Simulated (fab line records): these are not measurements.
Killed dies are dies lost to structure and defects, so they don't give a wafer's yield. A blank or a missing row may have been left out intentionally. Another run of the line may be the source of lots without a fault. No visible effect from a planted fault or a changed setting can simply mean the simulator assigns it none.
A struck lot beside a sound one    flow n5_finfet    16 out of 1938 route steps
Sound: the wafers L425.2, L425.3, L425.5. Struck: wafer L435.6. (L435.1, L435.4 of the same lot were not struck and are left out.) The cause comes at the end.
At each step with rows: each side's tool, then ch and its chambers, then its first start. Under that, the readings that differ: sound wafers    struck wafers    difference of the means    sigmas: that difference in standard deviations of wafers without a fault.
alike: readings with means less than 2 such deviations apart, plus words and numbers identical on both sides. not compared: withheld readings, readings lacking a value on some wafer, bounds such as >300 that could conceal the same value, and numbers that have no deviation in the record and whose values overlap.
Wherever a step has rows on one side only, a row that says differs or no value, or a row with sigmas, the two part there. Numbers that don't overlap but have no deviation are shown without sigmas and don't part them. Lack of a reading on every wafer of one side parts them only where that side has two or more wafers.

first, 4 steps without rows for these wafers: N5_BEOL_M7_HM_STRIP_39 (strips TiN in peroxide tin strip, target depth 25 nm, time 158 s); N5_BEOL_M7_SRD_40 (time 30 s); N5_BEOL_M7_PRECLEAN_42 (cleans in residue remover, time 60 s); N5_BEOL_M7_SRD_43 (time 30 s).
N5_BEOL_M7_CD_MEAS_35 targets a cd of 40 nm.
  sound on cd_sem-01 at day 9 22:08; struck on cd_sem-01 at day 11 12:45
  alike: cd_nm
N5_BEOL_M7_CURE_75: cures SiCOH lowk, time 120 s.
  sound on uv_cure-01 ch 1, day 9 22:13; struck on uv_cure-02 ch 1, day 11 12:50
  alike: lamp_power_pct, wafer_temp_C_max
N5_BEOL_M7_DEGAS_44: time 60 s.
  sound on pvd_sputter-02 at day 9 22:34; struck on pvd_sputter-01 at day 11 14:31
  alike: heater_power_w
then, 1 step without rows for these wafers: N5_BEOL_M7_PRE_CLEAN_45 (time 30 s).
N5_BEOL_M7_ALD_77: deposits TaN, target thk 2 nm, pulse time 2 s, purge time 3 s.
  sound on ald_metal-04 ch 1,2, day 9 22:47; struck on ald_metal-01 ch 3, day 11 14:37
  alike: heater_power_w, precursor_vessel_carrier_sccm
N5_BEOL_M7_SURFACE_TREAT_79:
  sound on pvd_sputter-03 at day 9 23:07; struck on pvd_sputter-01 at day 11 15:01
  not compared: throttle_valve_pct
then, 1 step without rows for these wafers: N5_BEOL_M7_CVD_78 (deposits Co from CCTBA/H2, target thk 2 nm, time 142.3 s).
N5_BEOL_M7_SPUTTER_48: material Cu, target thk 10 nm, time 1.667 s.
  sound on pvd_sputter-02 at day 10 00:58; struck on pvd_sputter-01 at day 11 15:15
  alike: cathode_dc_power_W, chuck_sensor_temp_C, throttle_valve_pct
N5_BEOL_M7_ECD_50: material Cu, target thk 300 nm.
  sound on ecd_cu-01 ch 0,1, day 10 01:05; struck on ecd_cu-02 ch 0, day 11 15:22
reading                                 sound              struck  difference  sigmas
model.Cu_of_BEOL_M7_ECD_50.thk_nm (nm)  297.4 295.2 292.8  159.2   -135.9      
then, 1 step without rows for these wafers: N5_BEOL_M7_ANNEAL_51 (time 90 s).
N5_BEOL_M7_CMP_52: polishes, stops on SiCOH lowk, t overpolish 6.9 s, target thk 80 nm.
  sound on cmp-01 ch 0,2,3, day 10 01:44; struck on cmp-04 ch 0, day 11 15:51
reading                 sound           struck  difference  sigmas
time_to_endpoint_s (s)  61.7 56.3 58.7  35.3    -23.6       -9
  alike: clearing_platen_down_force_psi, motor_current_A
N5_BEOL_M7_THK_MEAS_53: measures by xrf.
  sound on film_metro-02 at day 10 01:57; struck on film_metro-01 at day 11 16:04
  alike: M7_THK

## WHERE THEY PART
N5_BEOL_M7_CMP_52 only, going by this record. Later steps at which nothing parts them and some readings are alike: N5_BEOL_M7_THK_MEAS_53.

WHY: the cause the simulator had injected
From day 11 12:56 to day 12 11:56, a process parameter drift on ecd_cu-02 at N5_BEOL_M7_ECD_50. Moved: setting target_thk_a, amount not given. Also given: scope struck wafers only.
